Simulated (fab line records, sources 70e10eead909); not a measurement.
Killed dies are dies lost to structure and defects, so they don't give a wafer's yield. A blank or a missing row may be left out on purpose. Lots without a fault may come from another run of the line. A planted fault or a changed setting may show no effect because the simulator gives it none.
fab line records | flow nand_harc | part 1 of 2: steps 1 to 24 of 33
record lots=5 wafers=15 last_day=23
route steps=1159 shown A_M1@1056 A_BONDPAD@1059
lots that met no fault: from a run of the same line without faults
start_h: hours from the record's first day to the start of the lot's first wafer shown | wait_h: hours since the lot's step before | " the same as in the row above | L1.1+2: a row that stands for several wafers | - no value, or no start given | * or withheld: withheld | < > ~ a bound
route shown NAME@n: a module of which the file shows steps, and the number in the route of the first | usual: mean/standard deviation of fault-free wafers | same: alike in all rows | chamber/n: place in a boat | sites: the reading at each site | _std_site: their standard deviation | _edge_site: outer sites' mean less inner sites' | radius_mm: how far each site lies from the wafer's centre | mask NAME#n: copy n | behind: the tool/chamber that last shaped the wafer | hold: why the lot was held/for how many hours/how that ended | device: the transistor (n, p or np) that didn't switch | end of line: the same wafers' tests at the end of the route | a step without rows: its recipe alone | killed: dies lost to structure and defects at the first sort, not the wafer's yield | map: a wafer's dies, x killed, . not, _ none there
set.NAME: the setting as run; set.NAME@STEP: as run at that earlier step | model.NAME: the simulator's own value behind a step, which no gauge read
lots at some steps of the route; a table a step, a row a wafer
services: from which hour (start_h, from the record's first day; less than 0 if before it) a tool's chamber was out of use, for how many hours, and why
## steps
# step NHARC_A_M1_INSPECT_27
# usual raw_defect_count=468/130
# columns lot.wafer tool chamber start_h wait_h raw_defect_count
L078.2 defect_inspect-01 - 419.40 0.0 407
L078.3 " - " " 387
L078.4 " - " " 304
L076.1 defect_inspect-02 - 424.12 0.0 499
L076.3 " - " " 440
L076.5 " - " " 460
L083.3 defect_inspect-01 - 460.42 0.0 532
L083.4 " - " " 508
L083.6 " - " " 469
L084.1 defect_inspect-01 - 465.53 0.0 298
L084.4 " - " " 461
L084.6 " - " " 387
L093.2 defect_inspect-01 - 520.96 0.0 434
L093.5 " - " " 429
L093.6 " - " " 285
# step NHARC_A_M1_PRE_CLEAN_32
# recipe time_s=12 temp_c=370 rf_power_w=300 gas=NH3
# usual heater_power_w=649/71
# columns lot.wafer tool chamber start_h wait_h heater_power_w
L078.2 pecvd-02 0 419.48 0.1 653
L078.3 " 1 " " 681
L078.4 " 2 " " 747
L076.1 pecvd-02 0 424.18 0.1 682
L076.3 " 2 " " 731
L076.5 " 2 " " 739
L083.3 pecvd-01 2 460.50 0.1 497
L083.4 " 2 " " 480
L083.6 " 0 " " 713
L084.1 pecvd-02 2 465.60 0.1 645
L084.4 " 0 " " 686
L084.6 " 1 " " 707
L093.2 pecvd-04 0 521.04 0.1 698
L093.6 " 0 " " 692
L093.5 " 1 " " 568
# step NHARC_A_M1_DEP_33
# recipe target_thk_a=300 temp_c=370 target_thk_nm=30 pressure_torr=3 flow_sccm=200 rf_w=450 material=SiCN
# usual heater_power_w=593/76
# columns lot.wafer tool chamber start_h wait_h heater_power_w
L078.2 pecvd-02 0 419.59 0.1 637
L078.3 " 1 " " 665
L078.4 " 2 " " 583
L076.1 pecvd-02 0 424.26 0.1 579
L076.3 " 2 " " 687
L076.5 " 2 " " 687
L083.3 pecvd-01 2 460.61 0.1 535
L083.4 " 2 " " 535
L083.6 " 0 " " 666
L084.1 pecvd-02 2 465.68 0.1 640
L084.4 " 0 " " 640
L084.6 " 1 " " 729
L093.2 pecvd-04 0 521.15 0.1 609
L093.6 " 0 " " 609
L093.5 " 1 " " 456
# step NHARC_A_BONDPAD_DEP_00
# recipe target_thk_a=2500 temp_c=370 target_thk_nm=250 pressure_torr=3 flow_sccm=200 rf_w=450 material=SiCN
# usual heater_power_w=609/76
# columns lot.wafer tool chamber start_h wait_h heater_power_w
L078.2 pecvd-03 2 420.14 - 520
L078.3 " 0 " " 699
L078.4 " 2 " " 541
L076.3 pecvd-02 1 - - 567
L076.1 " 2 " " 636
L076.5 " 0 " " 541
L083.3 pecvd-02 0 461.22 - 626
L083.6 " 1 " " 657
L083.4 " 2 " " 563
L084.1 pecvd-04 0 466.38 - 616
L084.6 " 1 " " 478
L084.4 " 0 " " 611
L093.2 pecvd-03 2 521.66 - 607
L093.6 " 2 " " 490
L093.5 " 0 " " 614
# step NHARC_A_BONDPAD_CMP_29
# recipe target_thk_nm=200 material=SiCN
# usual motor_current_A=11.7/1.3 retaining_ring_pressure_frac=1.000/0.0048
# columns lot.wafer tool chamber start_h wait_h motor_current_A retaining_ring_pressure_frac
L078.4 cmp-01 2 420.50 - 11.1 0.997
L078.2 " 0 " " 12.2 1.000
L078.3 " 1 " " 12.4 1.003
L076.1 cmp-04 2 425.27 - 9.7 1.007
L076.3 " 1 " " 9.1 0.992
L076.5 " 2 " " 10.3 0.997
L083.3 cmp-01 2 461.56 - 12.5 1.005
L083.4 " 0 " " 12.4 1.006
L083.6 " 2 " " 11.2 1.014
L084.4 cmp-01 1 466.70 - 11.6 0.998
L084.1 " 0 " " 12.9 1.005
L084.6 " 1 " " 12.2 1.005
L093.2 cmp-04 3 522.06 - 10.8 1.006
L093.6 " 3 " " 10.6 0.997
L093.5 " 0 " " 12.6 1.001
# step NHARC_A_BONDPAD_THK_MEAS_30
# recipe thk_meas_gauge=ellipsometry
# usual thk_nm=200.3/1.6
# columns lot.wafer tool chamber start_h wait_h thk_nm
L078.2 film_metro-02 - 420.76 0.2 200.8
L078.3 " - " " 201.4
L078.4 " - " " 197.6
L076.1 film_metro-02 - 425.52 0.2 200.0
L076.3 " - " " 199.8
L076.5 " - " " 201.8
L083.3 film_metro-01 - 461.79 0.2 198.2
L083.4 " - " " 201.0
L083.6 " - " " 197.0
L084.1 film_metro-02 - 466.95 0.2 200.2
L084.4 " - " " 198.0
L084.6 " - " " 202.5
L093.2 film_metro-01 - 522.31 0.2 202.2
L093.5 " - " " 198.0
L093.6 " - " " 203.6
# step NHARC_A_BONDPAD_SRD_31
# columns lot.wafer tool chamber start_h wait_h
L078.3+4+2 wet_bench-10 2,4,5 420.80 0.0
L076.3+5+1 wet_bench-08 5,6,1 425.56 0.0
L083.6+4+3 wet_bench-08 6,0,3 461.83 0.0
L084.4+1+6 wet_bench-08 4,5,6 467.00 0.0
L093.6+5+2 wet_bench-10 1,3,4 522.35 0.0
# step NHARC_A_BONDPAD_DEHYDRATE_01
# recipe temp_c=150 time_s=120
# usual chill_plate_temp_C=22.99/0.09
# columns lot.wafer tool chamber start_h wait_h chill_plate_temp_C
L078.2 litho_track-03 0 420.88 0.1 23.11
L078.3 " 0 " " 23.07
L078.4 " 0 " " 23.14
L076.1 litho_track-03 0 425.64 0.1 22.97
L076.3 " 0 " " 23.06
L076.5 " 0 " " 22.85
L083.3 litho_track-03 0 461.91 0.1 23.03
L083.4 " 0 " " 22.97
L083.6 " 0 " " 22.92
L084.1 litho_track-03 0 467.07 0.1 23.06
L084.4 " 0 " " 23.02
L084.6 " 0 " " 22.99
L093.2 litho_track-05 0 522.47 0.1 23.05
L093.5 " 0 " " 22.95
L093.6 " 0 " " 22.94
# step NHARC_A_BONDPAD_HMDS_02
# recipe time_s=30
# usual chill_plate_temp_C=23.00/0.11
# columns lot.wafer tool chamber start_h wait_h chill_plate_temp_C
L078.2 litho_track-03 0 - - 22.85
L078.3 " 0 " " 23.04
L078.4 " 0 " " 22.90
L076.1 litho_track-03 0 - - 22.99
L076.3 " 0 " " 22.84
L076.5 " 0 " " 23.06
L083.3 litho_track-03 0 - - 22.96
L083.4 " 0 " " 23.00
L083.6 " 0 " " 23.06
L084.1 litho_track-03 0 - - 23.07
L084.4 " 0 " " 23.03
L084.6 " 0 " " 23.02
L093.2 litho_track-05 0 - - 23.01
L093.5 " 0 " " 23.10
L093.6 " 0 " " 23.06
# step NHARC_A_BONDPAD_COAT_33
# recipe temp_c=200 time_s=65
# usual chill_plate_temp_C=22.98/0.099
# columns lot.wafer tool chamber start_h wait_h chill_plate_temp_C
L078.2 litho_track-03 0 - - 22.99
L078.3 " 0 " " 22.94
L078.4 " 0 " " 23.07
L076.1 litho_track-03 0 - - 22.99
L076.3 " 0 " " 23.03
L076.5 " 0 " " 23.07
L083.3 litho_track-03 0 - - 23.04
L083.4 " 0 " " 22.93
L083.6 " 0 " " 22.95
L084.1 litho_track-03 0 - - 22.99
L084.4 " 0 " " 22.76
L084.6 " 0 " " 22.90
L093.2 litho_track-05 0 - - 23.06
L093.5 " 0 " " 22.82
L093.6 " 0 " " 23.04
# step NHARC_A_BONDPAD_COAT_03
# recipe spin_rpm=2000 resist_thk_nm=600
# usual chill_plate_temp_C=22.99/0.09
# columns lot.wafer tool chamber start_h wait_h chill_plate_temp_C
L078.2 litho_track-03 0 - - 22.92
L078.3 " 0 " " 23.00
L078.4 " 0 " " 23.04
L076.1 litho_track-03 0 - - 23.02
L076.3 " 0 " " 22.97
L076.5 " 0 " " 23.24
L083.3 litho_track-03 0 - - 22.97
L083.4 " 0 " " 23.08
L083.6 " 0 " " 22.96
L084.1 litho_track-03 0 - - 22.97
L084.4 " 0 " " 22.93
L084.6 " 0 " " 22.98
L093.2 litho_track-05 0 - - 22.85
L093.5 " 0 " " 23.03
L093.6 " 0 " " 23.01
# step NHARC_A_BONDPAD_SOFTBAKE_04
# recipe temp_c=125 time_s=70
# usual chill_plate_temp_C=22.98/0.11
# columns lot.wafer tool chamber start_h wait_h chill_plate_temp_C
L078.2 litho_track-03 0 - - 23.06
L078.3 " 0 " " 22.98
L078.4 " 0 " " 23.13
L076.1 litho_track-03 0 - - 23.14
L076.3 " 0 " " 22.96
L076.5 " 0 " " 23.05
L083.3 litho_track-03 0 - - 22.88
L083.4 " 0 " " 23.04
L083.6 " 0 " " 22.92
L084.1 litho_track-03 0 - - 22.97
L084.4 " 0 " " 23.04
L084.6 " 0 " " 23.03
L093.2 litho_track-05 0 - - 22.86
L093.5 " 0 " " 22.95
L093.6 " 0 " " 22.86
# step NHARC_A_BONDPAD_EBR_05
# usual chill_plate_temp_C=23.01/0.1
# columns lot.wafer tool chamber start_h wait_h chill_plate_temp_C
L078.2 litho_track-03 0 - - 23.17
L078.3 " 0 " " 23.13
L078.4 " 0 " " 22.94
L076.1 litho_track-03 0 - - 22.93
L076.3 " 0 " " 22.89
L076.5 " 0 " " 23.08
L083.3 litho_track-03 0 - - 23.01
L083.4 " 0 " " 22.98
L083.6 " 0 " " 22.80
L084.1 litho_track-03 0 - - 23.19
L084.4 " 0 " " 23.17
L084.6 " 0 " " 23.17
L093.2 litho_track-05 0 - - 23.07
L093.5 " 0 " " 23.07
L093.6 " 0 " " 23.06
# step NHARC_A_BONDPAD_EXPOSE_06
# recipe na=0.55 dose_mj=36.99 mask_id=A_BPAD
# columns lot.wafer tool chamber start_h wait_h mask
L078.2+3+4 krf_scanner-04 0 421.18 - A_BPAD#0
L076.1+3+5 krf_scanner-01 0 425.93 - A_BPAD#0
L083.3+4+6 krf_scanner-02 0 462.09 - A_BPAD#0
L084.1+4+6 krf_scanner-04 0 467.36 - A_BPAD#0
L093.2+5+6 krf_scanner-02 0 522.76 - A_BPAD#0
# step NHARC_A_BONDPAD_PEB_07
# recipe peb_temp_c=128 peb_time_s=80
# usual chill_plate_temp_C=22.99/0.1
# columns lot.wafer tool chamber start_h wait_h chill_plate_temp_C
L078.2 litho_track-05 0 421.24 0.1 23.01
L078.3 " 0 " " 23.05
L078.4 " 0 " " 23.01
L076.1 litho_track-05 0 426.00 0.1 22.82
L076.3 " 0 " " 22.95
L076.5 " 0 " " 22.79
L083.3 litho_track-05 0 462.15 0.1 22.86
L083.4 " 0 " " 22.96
L083.6 " 0 " " 22.96
L084.1 litho_track-03 0 467.43 0.1 22.99
L084.4 " 0 " " 22.83
L084.6 " 0 " " 22.83
L093.2 litho_track-03 0 522.83 0.1 23.07
L093.5 " 0 " " 23.17
L093.6 " 0 " " 23.02
# step NHARC_A_BONDPAD_DEVELOP_08
# recipe time_s=50 dev_temp_c=22
# usual chill_plate_temp_C=22.98/0.11
# columns lot.wafer tool chamber start_h wait_h chill_plate_temp_C
L078.2 litho_track-05 0 - - 23.09
L078.3 " 0 " " 23.21
L078.4 " 0 " " 23.11
L076.1 litho_track-05 0 - - 22.88
L076.3 " 0 " " 22.97
L076.5 " 0 " " 22.96
L083.3 litho_track-05 0 - - 22.93
L083.4 " 0 " " 22.86
L083.6 " 0 " " 22.93
L084.1 litho_track-03 0 - - 23.18
L084.4 " 0 " " 22.97
L084.6 " 0 " " 23.15
L093.2 litho_track-03 0 - - 22.99
L093.5 " 0 " " 23.10
L093.6 " 0 " " 23.01
# step NHARC_A_BONDPAD_CD_MEAS_09
# recipe target_cd_nm=500 landing_energy_ev=500
# usual cd_nm=500.9/1.7
# columns lot.wafer tool chamber start_h wait_h cd_nm
L078.2 cd_sem-02 0 421.33 - 499.2
L078.3 " 0 " " 500.5
L078.4 " 0 " " 499.0
L076.1 cd_sem-03 0 426.09 - 503.4
L076.3 " 0 " " 503.4
L076.5 " 0 " " 505.2
L083.3 cd_sem-01 0 462.24 - 501.0
L083.4 " 0 " " 501.0
L083.6 " 0 " " 500.7
L084.1 cd_sem-03 0 467.51 - 501.7
L084.4 " 0 " " 501.0
L084.6 " 0 " " 503.1
L093.2 cd_sem-02 0 522.91 - 501.2
L093.5 " 0 " " 501.2
L093.6 " 0 " " 504.7
# step NHARC_A_BONDPAD_OVL_MEAS_35
# usual overlay_x_nm=1/5.7 overlay_y_nm=2/5.8
# columns lot.wafer tool chamber start_h wait_h overlay_x_nm overlay_y_nm
L078.2 overlay-02 - 421.41 - 5 -3
L078.3 " - " " 5 -2
L078.4 " - " " 5 -3
L076.1 overlay-01 - 426.17 - 4 -1
L076.3 " - " " 3 -2
L076.5 " - " " 3 -1
L083.3 overlay-02 - 462.32 - 0 5
L083.4 " - " " 0 5
L083.6 " - " " 0 5
L084.1 overlay-01 - 467.60 - 0 -5
L084.4 " - " " 1 -5
L084.6 " - " " 1 -4
L093.2 overlay-02 - 523.02 - 7 8
L093.5 " - " " 7 7
L093.6 " - " " 7 8
# step NHARC_A_BONDPAD_HARDBAKE_10
# recipe temp_c=118 time_s=65
# usual chill_plate_temp_C=22.98/0.13
# columns lot.wafer tool chamber start_h wait_h chill_plate_temp_C
L078.2 litho_track-03 0 421.46 0.0 23.09
L078.3 " 0 " " 23.18
L078.4 " 0 " " 22.96
L076.1 litho_track-02 0 426.22 0.0 23.06
L076.3 " 0 " " 23.04
L076.5 " 0 " " 22.94
L083.3 litho_track-02 0 462.37 0.0 23.12
L083.4 " 0 " " 23.04
L083.6 " 0 " " 23.13
L084.1 litho_track-03 0 467.66 0.1 22.68
L084.4 " 0 " " 22.65
L084.6 " 0 " " 22.88
L093.2 litho_track-03 0 523.07 0.1 22.83
L093.5 " 0 " " 22.84
L093.6 " 0 " " 22.84
# step NHARC_A_BONDPAD_DESCUM_11
# recipe time_s=3 o2_flow_sccm=200 ar_flow_sccm=0 bias_power_w=0 chemistry=O2
# usual drypump_motor_current_A=5.7/0.51 oes_product_au=0.998/0.013 rf_vpp_V=57.8/0.84 showerhead_plenum_p_Torr=1.92/0.084 throttle_valve_pct=11.310/0.0086
# columns lot.wafer tool chamber start_h wait_h drypump_motor_current_A oes_product_au rf_hours_counter_h rf_vpp_V showerhead_plenum_p_Torr throttle_valve_pct
L078.2 rie_diel-03 1 421.54 - 5.3 1.025 1 58.8 1.91 11.316
L078.4 " 2 " " 5.5 0.983 1 57.7 2.06 11.303
L078.3 " 3 " " 5.7 0.991 1 58.5 1.89 11.302
L076.1 rie_diel-12 0 426.30 - 5.5 0.993 8 57.1 1.77 11.309
L076.3 " 2 " " 6.3 0.996 9 57.8 2.03 11.311
L076.5 " 1 " " 6.6 1.001 - 57.7 1.86 11.329
L083.3 rie_diel-03 1 462.45 - 5.3 1.019 2 58.5 1.91 11.306
L083.4 " 3 " " 5.7 0.996 2 58.6 1.89 11.294
L083.6 " 1 " " 5.3 1.016 - 59.2 1.91 11.306
L084.1 rie_diel-12 2 467.75 - 6.3 0.994 16 59.9 2.03 11.298
L084.4 " 3 " " 5.3 1.012 16 56.7 1.97 11.309
L084.6 " 1 " " 6.6 0.999 - 58.5 1.86 11.316
L093.2 rie_diel-13 2 523.15 - 5.8 1.007 24 57.9 1.79 11.312
L093.6 " 2 " " 5.9 1.002 - 59.0 1.79 11.305
L093.5 " 3 " " 6.2 1.000 - 56.5 1.85 11.321
# step NHARC_A_BONDPAD_ETCH_34
# recipe target_depth_a=600 overetch_a=180 time_s=65.91 ion_energy_ev=200 n2_flow_sccm=150 h2_flow_sccm=150 ar_flow_sccm=0 rf_w=400 bias_w=150 chemistry=N2/H2
# usual drypump_motor_current_A=5.6/0.5 oes_product_au=0.999/0.012 rf_vpp_V=430.6/2.6 showerhead_plenum_p_Torr=2.04/0.093 throttle_valve_pct=14.172/0.0084
# columns lot.wafer tool chamber start_h wait_h drypump_motor_current_A oes_product_au rf_hours_counter_h rf_vpp_V showerhead_plenum_p_Torr throttle_valve_pct
L078.2 rie_diel-03 3 421.70 0.2 5.7 0.982 1 430.9 2.02 14.170
L078.4 " 0 " " 5.0 0.998 1 429.3 2.00 14.175
L078.3 " 2 " " 5.5 0.982 1 435.3 2.20 14.174
L076.3 rie_diel-12 2 426.39 0.1 6.3 0.983 9 434.5 2.17 14.167
L076.1 " 3 " " 5.4 1.004 9 433.0 2.10 14.163
L076.5 " 2 " " 6.3 0.987 - 432.4 2.17 14.166
L083.3 rie_diel-03 1 462.53 0.1 5.3 1.018 2 431.2 2.04 14.169
L083.4 " 3 " " 5.7 0.984 2 431.3 2.02 14.163
L083.6 " 0 " " 5.0 0.998 - 429.4 1.99 14.178
L084.1 rie_diel-12 2 467.83 0.1 6.3 0.992 16 435.0 2.17 14.177
L084.4 " 0 " " 5.5 1.007 16 426.7 1.88 14.168
L084.6 " 2 " " 6.3 0.999 - 434.3 2.17 14.185
L093.2 rie_diel-13 1 523.25 0.1 6.6 1.005 24 429.3 1.98 14.168
L093.5 " 2 " " 5.9 0.999 - 427.4 1.91 14.176
L093.6 " 3 " " 6.2 1.003 - 427.8 1.97 14.159
# step NHARC_A_BONDPAD_ETCH_12
# recipe target_depth_a=2200 time_s=110 chf3_flow_sccm=50 o2_flow_sccm=10 ar_flow_sccm=200 rf_w=500 bias_w=200 chemistry=CHF3/O2
# usual drypump_motor_current_A=5.6/0.52 oes_product_au=0.940/0.021 rf_vpp_V=370.2/2.2 showerhead_plenum_p_Torr=2.39/0.096 throttle_valve_pct=20.572/0.0093
# columns lot.wafer tool chamber start_h wait_h drypump_motor_current_A oes_product_au rf_hours_counter_h rf_vpp_V showerhead_plenum_p_Torr throttle_valve_pct
L078.2 rie_diel-03 1 - - 5.3 0.961 1 370.6 2.40 20.567
L078.3 " 2 " " 5.5 0.927 1 375.1 2.58 20.566
L078.4 " 3 " " 5.7 0.930 1 370.1 2.38 20.563
L076.3 rie_diel-12 1 - - 6.6 0.927 8 368.7 2.34 20.569
L076.1 " 2 " " 6.2 0.922 9 373.2 2.55 20.561
L076.5 " 0 " " 5.4 0.920 - 367.5 2.22 20.586
L083.4 rie_diel-03 0 - - 4.9 0.925 2 369.1 2.35 20.561
L083.3 " 2 " " 5.5 0.918 2 373.4 2.58 20.586
L083.6 " 1 " " 5.3 0.957 - 370.0 2.40 20.567
L084.4 rie_diel-12 2 - - 6.3 0.918 16 373.8 2.54 20.565
L084.1 " 3 " " 5.3 0.941 16 371.2 2.47 20.580
L084.6 " 2 " " 6.3 0.926 - 374.1 2.54 20.588
L093.2 rie_diel-13 1 - - 6.6 0.914 24 368.8 2.34 20.589
L093.6 " 3 " " 6.2 0.932 - 367.9 2.33 20.568
L093.5 " 0 " " 5.7 0.930 - 368.6 2.37 20.564
# step NHARC_A_BONDPAD_CD_MEAS_13
# usual cd_nm=500.1/1.8
# columns lot.wafer tool chamber start_h wait_h cd_nm
L078.2 cd_sem-02 - 421.94 - 496.8
L078.3 " - " " 500.0
L078.4 " - " " 497.6
L076.1 cd_sem-02 - 426.62 - 502.3
L076.3 " - " " 502.1
L076.5 " - " " 504.2
L083.3 cd_sem-01 - 462.76 - 499.0
L083.4 " - " " 499.4
L083.6 " - " " 500.3
L084.1 cd_sem-01 - 468.06 - 500.8
L084.4 " - " " 499.5
L084.6 " - " " 502.1
L093.2 cd_sem-02 - 523.46 - 500.9
L093.5 " - " " 500.8
L093.6 " - " " 504.6
# step NHARC_A_BONDPAD_STRIP_15
# recipe o2_flow_sccm=500 ar_flow_sccm=0 bias_w=0 chemistry=O2
# usual drypump_motor_current_A=5.7/0.49 oes_product_au=0.997/0.012 rf_vpp_V=57.9/0.87 showerhead_plenum_p_Torr=3.53/0.15 throttle_valve_pct=17.036/0.0087
# columns lot.wafer tool chamber start_h wait_h drypump_motor_current_A oes_product_au rf_hours_counter_h rf_vpp_V showerhead_plenum_p_Torr throttle_valve_pct
L078.4 rie_diel-03 3 422.01 0.1 5.7 0.991 1 58.3 3.49 17.033
L078.3 " 0 " " 5.0 0.997 1 58.7 3.46 17.045
L078.2 " 2 " " 5.5 0.982 1 57.3 3.78 17.053
L076.1 rie_diel-03 0 426.69 0.1 5.0 0.993 1 59.0 3.46 17.025
L076.3 " 3 " " 5.7 0.988 1 58.2 3.49 17.051
L076.5 " 0 " " 5.0 0.983 - 58.0 3.46 17.045
L083.3 rie_diel-03 1 462.83 0.1 5.3 1.017 2 56.5 3.52 17.035
L083.4 " 3 " " 5.7 0.986 2 58.1 3.49 17.025
L083.6 " 1 " " 5.3 1.017 - 59.0 3.52 17.036
L084.4 rie_diel-12 3 468.15 0.1 5.4 1.015 16 57.9 3.62 17.035
L084.1 " 0 " " 5.5 1.001 16 56.5 3.27 17.036
L084.6 " 2 " " 6.3 1.002 - 58.6 3.73 17.050
L093.2 rie_diel-13 3 523.54 0.1 6.2 1.002 23 57.9 3.42 17.040
L093.5 " 3 " " 6.2 1.003 - 56.2 3.42 17.054
L093.6 " 0 " " 5.7 0.998 - 57.1 3.48 17.039
